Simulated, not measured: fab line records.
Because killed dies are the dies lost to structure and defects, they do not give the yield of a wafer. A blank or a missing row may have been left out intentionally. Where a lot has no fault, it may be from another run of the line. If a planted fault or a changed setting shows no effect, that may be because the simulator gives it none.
Chamber matching / flow nand harc / NHARC_A_CHANNEL_FILL_D1_CMP_10 on cmp-01: 4 sister chambers
The step polishes, target thk 150 nm. 4 wafers are shown with their chamber, then 8 later ones without.

## WAFERS PAIRED WITH THEIR CHAMBERS
wafer=L087.5; chamber=1; motor current A (A)=13.5
wafer=L089.1; chamber=3; motor current A (A)=11.7
wafer=L089.2; chamber=0; motor current A (A)=12.1
wafer=L093.1; chamber=2; motor current A (A)=10.1

## WAFERS WITH NO CHAMBER GIVEN
wafer=L093.3; motor current A (A)=12.9
wafer=L093.4; motor current A (A)=12.1
wafer=L094.1; motor current A (A)=12.3
wafer=L094.4; motor current A (A)=10.0
wafer=L094.5; motor current A (A)=12.3
wafer=L096.2; motor current A (A)=10.8
wafer=L096.3; motor current A (A)=11.8
wafer=L096.6; motor current A (A)=11.8

## THE CHAMBER EACH PASSED THROUGH
wafer=L093.3; from the rows above=can't be placed: 1 or 0 or 3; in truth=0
wafer=L093.4; from the rows above=can't be placed: 0 or 3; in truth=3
wafer=L094.1; from the rows above=can't be placed: 0 or 3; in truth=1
wafer=L094.4; from the rows above=2; in truth=2
wafer=L094.5; from the rows above=can't be placed: 0 or 3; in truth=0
wafer=L096.2; from the rows above=can't be placed: 2 or 3 or 0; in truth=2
wafer=L096.3; from the rows above=can't be placed: 3 or 0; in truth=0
wafer=L096.6; from the rows above=can't be placed: 3 or 0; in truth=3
Correctly placed: 1 of 8. These rows do not allow placing 7 (true chamber among the candidates in 6). Number placed wrongly: 0.
How it was worked out, from the rows above alone: a wafer's distance from a chamber is the root of the sum, over the readings, of the square of ((its reading less the chamber's mean) divided by the reading's scatter). If the next closest chamber is less than 2 further off than the closest, the wafer can't be placed; otherwise it belongs to the closest. Each chamber's mean is taken over the wafers shown for it. The scatter: with one shown wafer a chamber, the root of the mean of the squares of how far each hidden wafer lies from its nearest shown one.
